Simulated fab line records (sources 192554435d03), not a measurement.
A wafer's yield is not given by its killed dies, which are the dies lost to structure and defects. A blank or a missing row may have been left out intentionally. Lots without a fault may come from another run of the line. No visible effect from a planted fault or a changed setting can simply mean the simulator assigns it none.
Chamber matching || flow n5 finfet || N5_BEOL_M0_ETCH_128 on rie diel-05: 4 sister chambers
The step etches SiCN in CF4/N2, target depth 12 nm, overetch 5.1 nm, time 21.4 s. 4 wafers are shown with their chamber, then 9 later ones without.

## EACH WAFER AND ITS CHAMBER
{"wafer": "L080.5", "chamber": 2, "drypump motor current A (A)": 5.7}
{"wafer": "L090.1", "chamber": 0, "drypump motor current A (A)": 4.8}
{"wafer": "L090.3", "chamber": 3, "drypump motor current A (A)": 5.0}
{"wafer": "L090.5", "chamber": 1, "drypump motor current A (A)": 5.6}

## WAFERS WITH NO CHAMBER GIVEN
{"wafer": "L091.1", "drypump motor current A (A)": 5.0}
{"wafer": "L091.2", "drypump motor current A (A)": 4.9}
{"wafer": "L091.3", "drypump motor current A (A)": 5.6}
{"wafer": "L091.4", "drypump motor current A (A)": 5.7}
{"wafer": "L091.5", "drypump motor current A (A)": 5.0}
{"wafer": "L091.6", "drypump motor current A (A)": 5.7}
{"wafer": "L097.3", "drypump motor current A (A)": 5.7}
{"wafer": "L097.5", "drypump motor current A (A)": 5.6}
{"wafer": "L097.6", "drypump motor current A (A)": 5.0}

## CHAMBER TAKEN BY EACH
{"wafer": "L091.1", "from the rows above": 3, "in truth": 3}
{"wafer": "L091.2", "from the rows above": "can't be placed: 3 or 0", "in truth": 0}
{"wafer": "L091.3", "from the rows above": 1, "in truth": 1}
{"wafer": "L091.4", "from the rows above": 2, "in truth": 2}
{"wafer": "L091.5", "from the rows above": 3, "in truth": 3}
{"wafer": "L091.6", "from the rows above": 2, "in truth": 2}
{"wafer": "L097.3", "from the rows above": 2, "in truth": 2}
{"wafer": "L097.5", "from the rows above": 1, "in truth": 1}
{"wafer": "L097.6", "from the rows above": 3, "in truth": 3}
Correctly placed: 8 of 9. Unplaceable from these rows: 1, with the true chamber sitting among the candidates in 1. 0 placed wrongly.
How it was worked out, from the rows above alone: a wafer's distance from a chamber is the root of the sum, over the readings, of the square of ((its reading less the chamber's mean) divided by the reading's scatter). If the next closest chamber is less than 2 further off than the closest, the wafer can't be placed; otherwise it belongs to the closest. A chamber's mean is the mean of its shown wafers. The scatter: with one shown wafer a chamber, the root of the mean of the squares of how far each hidden wafer lies from its nearest shown one.
